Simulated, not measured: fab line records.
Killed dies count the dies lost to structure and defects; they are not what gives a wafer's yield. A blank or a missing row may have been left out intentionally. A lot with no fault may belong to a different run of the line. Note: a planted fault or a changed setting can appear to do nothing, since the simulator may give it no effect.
2 desks, one fault | flow nand-harc | every desk sees just its own numbers, and what lay behind them comes last

== AT THE METROLOGY DESK ==
What the gauges read, lot by lot, whatever tool the lot ran on: means of the sampled wafers that have a number. The brackets show how far a lot's mean lies from the usual mean; more than 4 standard deviations puts the lot out of limits, marked OUT.
Columns: A = cd-nm at NHARC_A_BLC_CD_MEAS_10, usual 99.8 nm; B = cd-nm at NHARC_A_BLC_CD_MEAS_19, usual 100.9 nm
lot  | first seen here | A               | B
L821 | day 17 08:35    | 99.5            | 99.8
L825 | day 17 16:20    | 99.4            | 101.4
L822 | day 17 21:11    | 99.8            | 97.5
L823 | day 17 21:46    | 99.9            | 98.2
L824 | day 18 22:30    | 99.8            | 102.1
L831 | day 20 14:00    | 89.6 (-15) OUT  | 91.5 (-4.1) OUT
L830 | day 20 15:12    | 91.8 (-12) OUT  | 93.1
L838 | day 21 04:16    | 99.6            | 101.8
L835 | day 21 13:39    | 93.1 (-9.8) OUT | 94.1
L842 | day 23 01:30    | 99.5            | 102.2
L841 | day 23 02:08    | 100.7           | 101.7
L843 | day 23 03:40    | 99.6            | 101.3
This desk finds L830, L831, L835 out of limits, L831 being first, at day 20 14:00 (cd-nm at NHARC_A_BLC_CD_MEAS_10). In limits: L821, L825, L822, L823, L824, L838, L842, L841, L843.

== FOR THE TOOL OWNER'S DESK: arfi-scanner-01 ==
The tool's own readings at NHARC_A_BLC_EXPOSE_07 (exposes mask A BLC, target cd 100 nm): means of the sampled wafers that have a number, for each lot that ran on this tool. The brackets show how far a lot's mean lies from the usual mean; more than 4 standard deviations puts the lot out of limits, marked OUT.
Columns: A = exposure-dose-mJ-cm2 at NHARC_A_BLC_EXPOSE_07, usual 67.92
lot  | first seen here | A
L821 | day 17 08:26    | 67.91
L823 | day 17 21:37    | 67.88
L831 | day 20 13:52    | 57.95 (-99 or more) OUT
L830 | day 20 15:04    | 59.96 (-99 or more) OUT
L835 | day 21 13:31    | 61.57 (-84) OUT
This desk finds L830, L831, L835 out of limits, L831 being first, at day 20 13:52 (exposure-dose-mJ-cm2 at NHARC_A_BLC_EXPOSE_07). In limits: L821, L823.

== ALL TOGETHER ==
On L830, L831, L835, at day 20 13:52, an alarm was possible from the tool owner's desk.
L830, L831, L835 would have let the metrology desk raise an alarm at day 20 14:00.
Of the lots named, all ran NHARC_A_BLC_EXPOSE_07 on arfi-scanner-01.

== WHAT THE SIMULATOR HAD INSERTED ==
Drift in process parameters on arfi-scanner-01 at NHARC_A_BLC_EXPOSE_07, starting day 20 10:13. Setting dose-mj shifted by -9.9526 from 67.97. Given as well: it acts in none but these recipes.
Struck lots among those shown: L830, L831, L835.
Counting hours from when the fault started, the first reading out of limits came at 4 for the tool owner's desk and at 4 for the metrology desk.
